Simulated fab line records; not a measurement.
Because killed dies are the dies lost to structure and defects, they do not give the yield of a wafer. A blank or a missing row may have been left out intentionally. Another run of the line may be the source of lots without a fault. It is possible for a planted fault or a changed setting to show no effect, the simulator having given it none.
fab line records | flow n5-finfet
[record] lots = 7 wafers = 21
route steps=1938 shown BEOL_M2@841 BEOL_M3@957
start-h: start of the lot's first displayed wafer, in hours after the record's first day | wait-h: hours elapsed since this lot's preceding step | " repeats the value in the row above | L1.1+2: a row that stands for several wafers | - either no value or no given start | * or withheld: withheld | < > ~ a bound
route shown NAME@n: names a module that has steps shown in the file, with the first one's number in the route | usual: average and standard deviation across the fault-free wafers | same: alike in all rows | chamber/n: place in a boat | sites: the reading at each site | _std_site: standard deviation of those values | _edge_site: the outer-site mean with the inner-site mean subtracted | radius-mm: how far each site lies from the wafer's centre | mask NAME#n: copy n | behind: the most recent tool/chamber to have shaped the wafer | hold: what put the lot on hold/how long, in hours/how the hold closed | device: whichever transistor did not switch (one of n, p or np) | end of line: the route-end tests of the same wafers | a step given without rows: its recipe and nothing more | killed: dies that structure and defects cost at the first sort, which is not the same as the wafer's yield | map: a wafer's dies, x killed, . not, _ none there
set.NAME: setting as actually run; set.NAME@STEP: the setting as run at that earlier step | model.NAME: the simulator's own value behind a step, which no gauge read
lots whose settings were changed on purpose; a table a step, a row a wafer
[[steps]]
[step N5_BEOL_M2_ILD_DEP_00]
[recipe] material = SiOC target-thk-a = 790 temp-c = 350 precursor = DEMS/O2 pressure-torr = 5 rf-w = 500 time-s = 15.3
// columns lot.wafer tool chamber start-h wait-h set.time-s model.SiOC_of_BEOL_M2_ILD_DEP_00.thk-nm
L076.2 pecvd-02 2 139.70 0.0 14.19 72.6
L076.4 " 2 " " 15.3 78.2
L076.6 " 0 " " 15.3 79
L081.2 pecvd-02 1 172.37 0.0 15.3 77.6
L081.3 " 0 " " 13.18 67.2
L081.5 " 2 " " 15.3 78.8
L083.2 pecvd-03 2 185.61 0.0 15.96 81.2
L083.5 " 1 " " 15.3 79.8
L083.6 " 0 " " 15.3 78.8
L084.1 pecvd-02 2 190.87 0.0 15.3 77.8
L084.2 " 1 " " 15.3 78.2
L084.5 " 2 " " 15.3 79.2
L087.1 pecvd-02 2 208.88 0.0 15.3 79.4
L087.4 " 2 " " 16.11 82.6
L087.6 " 0 " " 15.3 78.4
L097.2 pecvd-01 2 271.15 0.0 13.86 70.4
L097.4 " 0 " " 13.86 72
L097.6 " 2 " " 15.3 79.2
L096.1 pecvd-02 0 274.00 0.0 15.3 78.4
L096.5 " 0 " " 15.3 79
L096.6 " 1 " " 15.3 79.8
[step N5_BEOL_M2_THK_MEAS_01]
[recipe] reads = SiOC_of_BEOL_M2_ILD_DEP_00
[usual] M2_ILD_THK = 78.9/0.85
// columns lot.wafer tool chamber start-h wait-h set.time-s@BEOL_M2_ILD_DEP_00 M2_ILD_THK[nm]
L076.2 film-metro-01 - 139.76 0.1 14.19 72.6
L076.4 " - " " 15.3 78.3
L076.6 " - " " 15.3 79.0
L081.2 film-metro-01 - 172.44 0.1 15.3 77.6
L081.3 " - " " 13.18 67.2
L081.5 " - " " 15.3 78.7
L083.2 film-metro-02 - 185.68 0.1 15.96 81.3
L083.5 " - " " 15.3 79.9
L083.6 " - " " 15.3 78.8
L084.1 film-metro-02 - 190.95 0.1 15.3 77.9
L084.2 " - " " 15.3 78.1
L084.5 " - " " 15.3 79.1
L087.1 film-metro-01 - 208.95 0.0 15.3 79.4
L087.4 " - " " 16.11 82.7
L087.6 " - " " 15.3 78.3
L097.2 film-metro-01 - 271.22 0.1 13.86 70.4
L097.4 " - " " 13.86 71.9
L097.6 " - " " 15.3 79.2
L096.1 film-metro-01 - 274.07 0.0 15.3 78.6
L096.5 " - " " 15.3 79.1
L096.6 " - " " 15.3 79.9
[step N5_BEOL_M2_EXPOSE_08]
[recipe] mask-id = M2 na = 0.33 source-shape = dipole sigma-inner = 0.369 sigma-outer = 0.767 polarization = unpolarized dose-mj = 41.25
// columns lot.wafer tool chamber start-h wait-h mask set.dose-mj
L076.2 euv-scanner-01 0 140.43 - M2#0 39.24
L076.4+6 " 0 " " M2#0 41.25
L081.2+5 euv-scanner-02 0 174.63 - M2#0 42.11
L081.3 " 0 " " M2#0 41.25
L083.2+6 euv-scanner-01 0 186.57 - M2#0 41.25
L083.5 " 0 " " M2#0 38.55
L084.1+5 euv-scanner-01 0 193.69 - M2#0 41.25
L084.2 " 0 " " M2#0 42.94
L087.1+4+6 euv-scanner-01 0 209.60 - M2#0 41.25
L097.2+4+6 euv-scanner-02 0 272.52 - M2#0 41.25
L096.1+5+6 euv-scanner-01 0 276.20 - M2#0 41.25
[step N5_BEOL_M2_PEB_09]
[recipe] peb-temp-c = 100 peb-time-s = 60 resist = CAR-EUV
[step N5_BEOL_M2_DEVELOP_10]
[recipe] develop-time-s = 30 developer = TMAH resist = CAR-EUV rinse-liquid = surfactant-rinse dry = air-spin dev-temp-c = 23
[step N5_BEOL_M2_DESCUM_16]
[recipe] chemistry = O2 time-s = 7 source-power-w = 50 bias-power-w = 20 pressure-mtorr = 20 rf-frequency-hz = 2.712e+07 temp-c = 40 resist = CAR-EUV o2-flow-sccm = 225
[step N5_BEOL_M2_ETCH_74]
[recipe] chemistry = N2/H2 target = underlayer target-depth-a = 65 mask-material = CAR-EUV time-s = 5.2 ion-energy-ev = 200 pressure-mtorr = 30 source-w = 840 bias-w = 150 n2-flow-sccm = 200 h2-flow-sccm = 200 ends = cleared
// columns lot.wafer tool chamber start-h wait-h set.dose-mj@BEOL_M2_EXPOSE_08 model.BEOL_M2.cd-offset-nm
L076.2 rie-diel-03 0 140.77 0.0 39.24 -1.2
L076.4 " 2 " " 41.25 0
L076.6 " 3 " " 41.25 0.2
L081.2 rie-diel-05 0 174.91 0.0 42.11 0.6
L081.3 " 1 " " 41.25 0.2
L081.5 " 2 " " 42.11 0.4
L083.2+6 rie-diel-03 3 187.20 0.0 41.25 -0.2
L083.5 " 0 " " 38.55 -1.8
L084.1 rie-diel-03 0 193.98 0.0 41.25 0
L084.2 " 2 " " 42.94 0.8
L084.5 " 2 " " 41.25 0.2
L087.1+4 rie-diel-03 0,1 210.15 0.0 41.25 0.2
L087.6 " 1 " " 41.25 0
L097.2 rie-diel-05 2 272.83 0.0 41.25 0
L097.4+6 " 1 " " 41.25 0.2
L096.1+5+6 rie-diel-03 3,0,3 276.79 0.0 41.25 -0.2
[step N5_BEOL_M2_ETCH_63]
[recipe] chemistry = CF4 target = SiARC target-depth-a = 156 mask-material = CAR-EUV time-s = 26 ion-energy-ev = 80 pressure-mtorr = 40 source-w = 545 bias-w = 36 Ar_flow_sccm = 100 cf4-flow-sccm = 100 ends = cleared
// columns lot.wafer tool chamber start-h wait-h set.dose-mj@BEOL_M2_EXPOSE_08 model.BEOL_M2.cd-offset-nm
L076.2 rie-diel-03 0 140.79 0.0 39.24 -1.2
L076.4 " 2 " " 41.25 -0.2
L076.6 " 3 " " 41.25 0
L081.2 rie-diel-05 0 174.92 0.0 42.11 0.6
L081.3 " 1 " " 41.25 0.2
L081.5 " 2 " " 42.11 0.4
L083.2+6 rie-diel-03 3 187.22 0.0 41.25 -0.2
L083.5 " 0 " " 38.55 -1.8
L084.1+5 rie-diel-03 0,2 194.00 0.0 41.25 0
L084.2 " 2 " " 42.94 0.6
L087.1+4 rie-diel-03 0,1 210.17 0.0 41.25 0.2
L087.6 " 1 " " 41.25 0
L097.2+4 rie-diel-05 2,1 272.85 0.0 41.25 0
L097.6 " 1 " " 41.25 0.2
L096.1+5+6 rie-diel-03 3,0,3 276.80 0.0 41.25 -0.2
[step N5_BEOL_M2_ETCH_64]
[recipe] chemistry = N2/H2 target = SOC target-depth-a = 750 overetch-a = 225 mask-material = SiARC temp-c = 40 time-s = 121.9 ion-energy-ev = 200 pressure-mtorr = 30 source-w = 840 bias-w = 150 n2-flow-sccm = 200 h2-flow-sccm = 200
// columns lot.wafer tool chamber start-h wait-h set.dose-mj@BEOL_M2_EXPOSE_08 model.BEOL_M2.cd-offset-nm
L076.2 rie-diel-03 0 140.82 0.0 39.24 -1
L076.4+6 " 2,3 " " 41.25 0
L081.2 rie-diel-05 0 174.95 0.0 42.11 0.8
L081.3 " 1 " " 41.25 0.2
L081.5 " 2 " " 42.11 0.4
L083.2+6 rie-diel-03 3 187.25 0.0 41.25 0
L083.5 " 0 " " 38.55 -1.6
L084.1 rie-diel-03 0 194.03 0.0 41.25 0.2
L084.2 " 2 " " 42.94 0.6
L084.5 " 2 " " 41.25 0
L087.1 rie-diel-03 0 210.20 0.0 41.25 0.4
L087.4+6 " 1 " " 41.25 0
L097.2+4 rie-diel-05 2,1 272.88 0.0 41.25 0.2
L097.6 " 1 " " 41.25 0.4
L096.1 rie-diel-03 3 276.83 0.0 41.25 -0.2
L096.5 " 0 " " 41.25 0.2
L096.6 " 3 " " 41.25 0
[step N5_BEOL_M2_STRIP_65]
[recipe] chemistry = N2/H2 temp-c = 40 n2-flow-sccm = 200 h2-flow-sccm = 200 rf-frequency-hz = 6e+07
[step N5_BEOL_M2_STRIP_75]
[recipe] chemistry = N2/H2 temp-c = 40 n2-flow-sccm = 200 h2-flow-sccm = 200 rf-frequency-hz = 6e+07
[step N5_BEOL_M2_STRIP_66]
[recipe] chemistry = CF4 resist = SiARC power-w = 300 bias-power-w = 75 pressure-mtorr = 50 cf4-flow-sccm = 150 rf-frequency-hz = 6e+07
[step N5_BEOL_M2_HM_OPEN_17]
[recipe] chemistry = Cl2/BCl3 target-depth-a = 200 overetch-a = 60 target = TiN mask-material = SOC ion-energy-ev = 150 pressure-mtorr = 10 icp-w = 1000 bias-w = 126 Cl2_flow_sccm = 53.25 bcl3-flow-sccm = 21.75 Ar_flow_sccm = 25
// columns lot.wafer tool chamber start-h wait-h set.dose-mj@BEOL_M2_EXPOSE_08 model.BEOL_M2.cd-offset-nm
L076.2 rie-metal-02 0 141.05 0.1 39.24 -1
L076.4+6 " 1 " " 41.25 0
L081.2 rie-metal-02 0 175.13 0.0 42.11 0.6
L081.3 " 1 " " 41.25 0.2
L081.5 " 0 " " 42.11 0.4
L083.2+6 rie-metal-01 0,1 187.42 0.0 41.25 0
L083.5 " 0 " " 38.55 -1.4
L084.1 rie-metal-03 0 194.21 0.0 41.25 0.2
L084.2 " 1 " " 42.94 0.6
L084.5 " 0 " " 41.25 0
L087.1 rie-metal-01 1 210.37 0.0 41.25 0.4
L087.4+6 " 1,0 " " 41.25 0
L097.2+6 rie-metal-03 0 273.05 0.0 41.25 0.4
L097.4 " 1 " " 41.25 0.2
L096.1+6 rie-metal-03 0,1 277.01 0.0 41.25 0
L096.5 " 0 " " 41.25 0.2
[step N5_BEOL_M2_STRIP_19]
[recipe] chemistry = O2 power-w = 400 temp-c = 40 pressure-mtorr = 30 rf-frequency-hz = 6e+07 bias-power-w = 0 overash-fraction = 0.2 o2-flow-sccm = 225
[step N5_BEOL_M2_CD_MEAS_18]
[recipe] pitch-nm = 36 target-cd-nm = 18
[usual] cd-nm = 18.0/0.31
// columns lot.wafer tool chamber start-h wait-h set.dose-mj@BEOL_M2_EXPOSE_08 cd-nm
L076.2 cd-sem-03 - 141.27 0.1 39.24 17.1
L076.4 " - " " 41.25 18.6
L076.6 " - " " 41.25 17.9
L081.2 cd-sem-03 - 175.31 0.1 42.11 18.5
L081.3 " - " " 41.25 18.5
L081.5 " - " " 42.11 18.4
L083.2 cd-sem-01 - 187.67 0.1 41.25 18.0
L083.5 " - " " 38.55 16.7
L083.6 " - " " 41.25 18.0
L084.1 cd-sem-03 - 194.42 0.1 41.25 18.1
L084.2 " - " " 42.94 18.8
L084.5 " - " " 41.25 18.0
L087.1 cd-sem-02 - 210.57 0.0 41.25 18.4
L087.4 " - " " 41.25 18.2
L087.6 " - " " 41.25 18.0
L097.2 cd-sem-01 - 273.29 0.1 41.25 18.4
L097.4 " - " " 41.25 18.2
L097.6 " - " " 41.25 18.7
L096.1 cd-sem-01 - 277.19 0.0 41.25 17.9
L096.5 " - " " 41.25 18.2
L096.6 " - " " 41.25 17.9
[step N5_BEOL_M2_VIA_ETCH_34]
[recipe] chemistry = C4F6/O2 target-depth-a = 694 mask-material = SOC pressure-mtorr = 15 ion-energy-ev = 250 taper-deg = 4 time-s = 65.9 source-w = 350 bias-w = 170 Ar_flow_sccm = 300 C4F6_flow_sccm = 10 O2_flow_sccm = 10
[usual] rf-vpp-V = 668/8.2
// columns lot.wafer tool chamber start-h wait-h set.source-w rf-vpp-V
L076.2 rie-diel-04 3 151.54 0.0 350 656
L076.4 " 3 " " 350 656
L076.6 " 1 " " 350 663
L081.2 rie-diel-05 3 182.24 0.0 350 677
L081.3 " 0 " " 350 670
L081.5 " 3 " " 312.7 715
L083.2 rie-diel-05 2 192.99 0.0 350 654
L083.5 " 3 " " 350 679
L083.6 " 2 " " 350 655
L084.1 rie-diel-05 2 201.94 0.0 350 655
L084.2 " 1 " " 350 671
L084.5 " 2 " " 350 655
L087.1 rie-diel-05 1 213.18 0.0 350 672
L087.4 " 1 " " 297.9 729
L087.6 " 2 " " 350 653
L097.2 rie-diel-03 3 276.16 0.0 350 672
L097.4 " 2 " " 350 679
L097.6 " 0 " " 350 659
L096.1 rie-diel-05 3 279.43 0.0 350 677
L096.5 " 0 " " 350 671
L096.6 " 1 " " 350 674
[step N5_BEOL_M2_TRENCH_ETCH_37]
[recipe] chemistry = C4F6/O2 target-depth-a = 555.55 target = SiOC time-s = 29.2 ion-energy-ev = 250 pressure-mtorr = 30 source-w = 355 bias-w = 185 Ar_flow_sccm = 300 C4F6_flow_sccm = 10 O2_flow_sccm = 10
// columns lot.wafer tool chamber start-h wait-h set.time-s model.BEOL_M2.feature-depth-nm model.etch.depth-nm
L076.2 rie-diel-04 3 - - 29.2 53.6 53.64
L076.4 " 3 " " 29.2 53.6 53.66
L076.6 " 1 " " 29.2 55 54.91
L081.2 rie-diel-05 3 - - 29.2 54.2 54.2
L081.3 " 0 " " 23.94 44.6 44.6
L081.5 " 3 " " 23.94 44.4 44.4
L083.2 rie-diel-05 2 - - 29.2 56 56
L083.5 " 3 " " 26.92 50.4 50.36
L083.6 " 2 " " 29.2 55.8 55.81
L084.1 rie-diel-05 2 - - 29.2 56 56.03
L084.2 " 1 " " 29.2 56.4 56.44
L084.5 " 2 " " 29.2 56 56.08
L087.1 rie-diel-05 1 - - 26.66 51 51.06
L087.4 " 1 " " 26.66 51 51.09
L087.6 " 2 " " 29.2 56 55.96
L097.2 rie-diel-03 3 - - 27.12 51.4 51.42
L097.4 " 2 " " 27.12 52.6 52.63
L097.6 " 0 " " 27.12 52 52.07
L096.1 rie-diel-05 3 - - 29.2 54.6 54.62
L096.5 " 0 " " 29.2 55.4 55.42
L096.6 " 1 " " 29.2 56.4 56.33
[step N5_BEOL_M2_ETCH_41]
[recipe] chemistry = CH3F/O2 target = SiCN target-depth-a = 299 taper-deg = 2 time-s = 52.5 ion-energy-ev = 120 mask-material = TiN pressure-mtorr = 30 source-w = 395 bias-w = 75 Ar_flow_sccm = 150 CH3F_flow_sccm = 30 O2_flow_sccm = 20
[step N5_BEOL_M2_STRIP_97]
[recipe] chemistry = N2/H2 time-s = 10 power-w = 450 temp-c = 40 pressure-mtorr = 20 rf-frequency-hz = 6e+07 bias-power-w = 7 n2-flow-sccm = 200 h2-flow-sccm = 200
[step N5_BEOL_M2_OCD_MEAS_38]
[usual] trench-depth-nm = 55.4/0.87
// columns lot.wafer tool chamber start-h wait-h set.time-s@BEOL_M2_TRENCH_ETCH_37 trench-depth-nm
L076.2 ocd-01 - 151.79 - 29.2 53.1
L076.4 " - " " 29.2 53.4
L076.6 " - " " 29.2 54.9
L081.2 ocd-01 - 182.49 - 29.2 54.2
L081.3 " - " " 23.94 44.6
L081.5 " - " " 23.94 44.5
L083.2 ocd-02 - 193.36 - 29.2 55.6
L083.5 " - " " 26.92 50.1
L083.6 " - " " 29.2 55.2
L084.1 ocd-01 - 202.19 - 29.2 56.1
L084.2 " - " " 29.2 56.5
L084.5 " - " " 29.2 56.4
L087.1 ocd-02 - 213.43 - 26.66 51.3
L087.4 " - " " 26.66 50.6
L087.6 " - " " 29.2 55.8
L097.2 ocd-02 - 276.42 - 27.12 51.2
L097.4 " - " " 27.12 53.2
L097.6 " - " " 27.12 51.7
L096.1 ocd-02 - 279.68 - 29.2 54.6
L096.5 " - " " 29.2 55.2
L096.6 " - " " 29.2 56.5
[step N5_BEOL_M2_HM_STRIP_39]
[recipe] chemistry = peroxide-tin-strip material = TiN target-depth-a = 250 temp-c = 50 time-s = 158
[step N5_BEOL_M2_SRD_40]
[recipe] time-s = 30 temp-c = 23 rinse-liquid = diw dry = ipa-marangoni
[step N5_BEOL_M2_ECD_50]
[recipe] material = Cu target-thk-a = 3000
[step N5_BEOL_M2_ANNEAL_51]
[recipe] temp-c = 225 time-s = 90 ambient = N2
[step N5_BEOL_M2_CMP_52]
[recipe] stop-on = SiOC t-overpolish-s = 6.8 down-force-psi = 1 platen-rpm = 50 clearing-platen-down-force-psi = 1.5 clearing-platen-rpm = 50 post-cmp-clean = cu-alkaline target-thk-nm = 40 clearing-platen-pad-velocity-m-s = 0.99484 pad-velocity-m-s = 0.99484
// columns lot.wafer tool chamber start-h wait-h set.time-s@BEOL_M2_TRENCH_ETCH_37 model.Cu_of_BEOL_M2_ECD_50.thk-nm
L076.4 cmp-04 3 155.30 0.2 29.2 37.2
L076.2 " 0 " " 29.2 39.2
L076.6 " 3 " " 29.2 38.4
L081.2 cmp-04 2 187.19 0.3 29.2 39.6
L081.3+5 " 3,0 " " 23.94 29.4
L083.2 cmp-01 1 197.02 0.2 29.2 41.2
L083.6 " 1 " " 29.2 39.2
L083.5 " 2 " " 26.92 35.2
L084.1 cmp-01 2 206.56 0.3 29.2 41.2
L084.2 " 3 " " 29.2 42.2
L084.5 " 2 " " 29.2 40.2
L087.1 cmp-04 2 217.50 0.3 26.66 37
L087.4 " 1 " " 26.66 35.6
L087.6 " 3 " " 29.2 41.4
L097.4 cmp-01 0 279.74 0.2 27.12 37.4
L097.2 " 1 " " 27.12 36
L097.6 " 2 " " 27.12 37
L096.1 cmp-04 1 283.91 0.3 29.2 38.6
L096.6 " 1 " " 29.2 40
L096.5 " 2 " " 29.2 39.4
[step N5_BEOL_M2_THK_MEAS_53]
[recipe] thk-meas-gauge = xrf reads = Cu_of_BEOL_M2_ECD_50
[usual] M2_THK = 39.9/1.2
// columns lot.wafer tool chamber start-h wait-h set.time-s@BEOL_M2_TRENCH_ETCH_37 M2_THK[nm]
L076.2 film-metro-02 - 155.56 - 29.2 39.4
L076.4 " - " " 29.2 37.4
L076.6 " - " " 29.2 38.6
L081.2 film-metro-01 - 187.41 - 29.2 39.4
L081.3 " - " " 23.94 29.3
L081.5 " - " " 23.94 29.4
L083.2 film-metro-02 - 197.32 - 29.2 41.3
L083.5 " - " " 26.92 35.2
L083.6 " - " " 29.2 39.3
L084.1 film-metro-02 - 206.86 - 29.2 40.8
L084.2 " - " " 29.2 42.1
L084.5 " - " " 29.2 40.1
L087.1 film-metro-01 - 217.79 - 26.66 36.8
L087.4 " - " " 26.66 35.4
L087.6 " - " " 29.2 41.2
L097.2 film-metro-02 - 279.96 - 27.12 35.9
L097.4 " - " " 27.12 37.4
L097.6 " - " " 27.12 36.9
L096.1 film-metro-01 - 284.20 - 29.2 38.4
L096.5 " - " " 29.2 39.4
L096.6 " - " " 29.2 39.8
[step N5_BEOL_M2_PRE_CLEAN_60]
[recipe] gas = NH3/H2 time-s = 15 temp-c = * rf-power-w = 300
[step N5_BEOL_M2_CO_CAP_55]
[recipe] material = Co target-thk-a = 20 temp-c = 200 precursor = CCTBA/H2 pressure-torr = 30 time-s = 102.1
[step N5_BEOL_M2_PRE_CLEAN_56]
[recipe] gas = NH3 time-s = 15 temp-c = withheld rf-power-w = 300
[step N5_BEOL_M2_DEP_57]
[recipe] material = SiCN target-thk-a = 80 temp-c = withheld precursor = 3MS/NH3 pressure-torr = 3 rf-w = 202 time-s = 14
[step N5_BEOL_M2_RS_MEAS_58]
[recipe] thk-meas-gauge = four-point-probe reads = Co_of_BEOL_M2_CO_CAP_55+Cu_of_BEOL_M2_ECD_50+Co_of_BEOL_M2_CVD_47+TaN_of_BEOL_M2_ALD_84
[usual] M2_RS = 0.671/0.026
// columns lot.wafer tool chamber start-h wait-h set.time-s@BEOL_M2_TRENCH_ETCH_37 M2_RS[ohm/sq]
L076.2 film-metro-01 - 155.82 0.1 29.2 0.687
L076.4 " - " " 29.2 0.733
L076.6 " - " " 29.2 0.704
L081.2 film-metro-02 - 187.80 0.1 29.2 0.678
L081.3 " - " " 23.94 0.996
L081.5 " - " " 23.94 0.998
L083.2 film-metro-02 - 197.58 0.1 29.2 0.644
L083.5 " - " " 26.92 0.791
L083.6 " - " " 29.2 0.686
L084.1 film-metro-02 - 207.12 0.0 29.2 0.645
L084.2 " - " " 29.2 0.624
L084.5 " - " " 29.2 0.664
L087.1 film-metro-02 - 218.05 0.0 26.66 0.739
L087.4 " - " " 26.66 0.776
L087.6 " - " " 29.2 0.639
L097.2 film-metro-01 - 280.22 0.1 27.12 0.766
L097.4 " - " " 27.12 0.731
L097.6 " - " " 27.12 0.741
L096.1 film-metro-01 - 284.47 0.0 29.2 0.701
L096.5 " - " " 29.2 0.681
L096.6 " - " " 29.2 0.669
[step N5_BEOL_M3_COAT_67]
[recipe] resist = SOC temp-c = 250 time-s = 60 spin-rpm = 1500 resist-thk-nm = 60
// columns lot.wafer tool chamber start-h wait-h set.spin-rpm model.SOC_of_BEOL_M3_COAT_67.thk-nm
L076.2+6 litho-track-01 0 161.00 0.0 1340 63.4
L076.4 " 0 " " 1500 60
L081.2 litho-track-01 0 189.15 0.0 1500 60
L081.3 " 0 " " 1500 60.2
L081.5 " 0 " " 1665 57.2
L083.2 litho-track-02 0 200.85 0.0 1575 59
L083.5+6 " 0 " " 1500 60.4
L084.1 litho-track-02 0 209.23 0.0 1500 60.4
L084.2 " 0 " " 1548 59.4
L084.5 " 0 " " 1548 59.2
L087.1+6 litho-track-01 0 219.39 0.0 1500 60
L087.4 " 0 " " 1338 63.6
L097.2 litho-track-02 0 282.39 0.0 1411 62.2
L097.4+6 " 0 " " 1500 60
L096.1 litho-track-02 0 286.11 0.0 1500 59.8
L096.5+6 " 0 " " 1500 60
[[key]]
[split] step = N5_BEOL_M2_ILD_DEP_00 setting = time-s stated = 15.3 by = wafer
[response] step = N5_BEOL_M2_ILD_DEP_00 reading = model.SiOC_of_BEOL_M2_ILD_DEP_00.thk-nm change = +0.787 per = 1% r = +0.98
[response] step = N5_BEOL_M2_THK_MEAS_01 reading = M2_ILD_THK change = +0.788 per = 1% r = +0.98
[split] step = N5_BEOL_M2_EXPOSE_08 setting = dose-mj stated = 41.25 by = wafer
[response] step = N5_BEOL_M2_ETCH_74 reading = model.BEOL_M2.cd-offset-nm change = +0.231 per = 1% r = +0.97
[response] step = N5_BEOL_M2_ETCH_63 reading = model.BEOL_M2.cd-offset-nm change = +0.216 per = 1% r = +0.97
[response] step = N5_BEOL_M2_ETCH_64 reading = model.BEOL_M2.cd-offset-nm change = +0.208 per = 1% r = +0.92
[response] step = N5_BEOL_M2_HM_OPEN_17 reading = model.BEOL_M2.cd-offset-nm change = +0.19 per = 1% r = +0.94
[response] step = N5_BEOL_M2_CD_MEAS_18 reading = cd-nm change = +0.195 per = 1% r = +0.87
[split] step = N5_BEOL_M2_VIA_ETCH_34 setting = source-w stated = 350 by = wafer
[response] step = N5_BEOL_M2_VIA_ETCH_34 reading = rf-vpp-V change = -4.28 per = 1% r = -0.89
[split] step = N5_BEOL_M2_TRENCH_ETCH_37 setting = time-s stated = 29.2 by = wafer
[response] step = N5_BEOL_M2_TRENCH_ETCH_37 reading = model.BEOL_M2.feature-depth-nm change = +0.566 per = 1% r = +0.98
[response] step = N5_BEOL_M2_TRENCH_ETCH_37 reading = model.etch.depth-nm change = +0.565 per = 1% r = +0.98
[response] step = N5_BEOL_M2_OCD_MEAS_38 reading = trench-depth-nm change = +0.559 per = 1% r = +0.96
[response] step = N5_BEOL_M2_CMP_52 reading = model.Cu_of_BEOL_M2_ECD_50.thk-nm change = +0.579 per = 1% r = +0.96
[response] step = N5_BEOL_M2_THK_MEAS_53 reading = M2_THK change = +0.575 per = 1% r = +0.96
[response] step = N5_BEOL_M2_RS_MEAS_58 reading = M2_RS change = -0.0168 per = 1% r = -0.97
[split] step = N5_BEOL_M3_COAT_67 setting = spin-rpm stated = 1500 by = wafer
[response] step = N5_BEOL_M3_COAT_67 reading = model.SOC_of_BEOL_M3_COAT_67.thk-nm change = -0.31 per = 1% r = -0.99
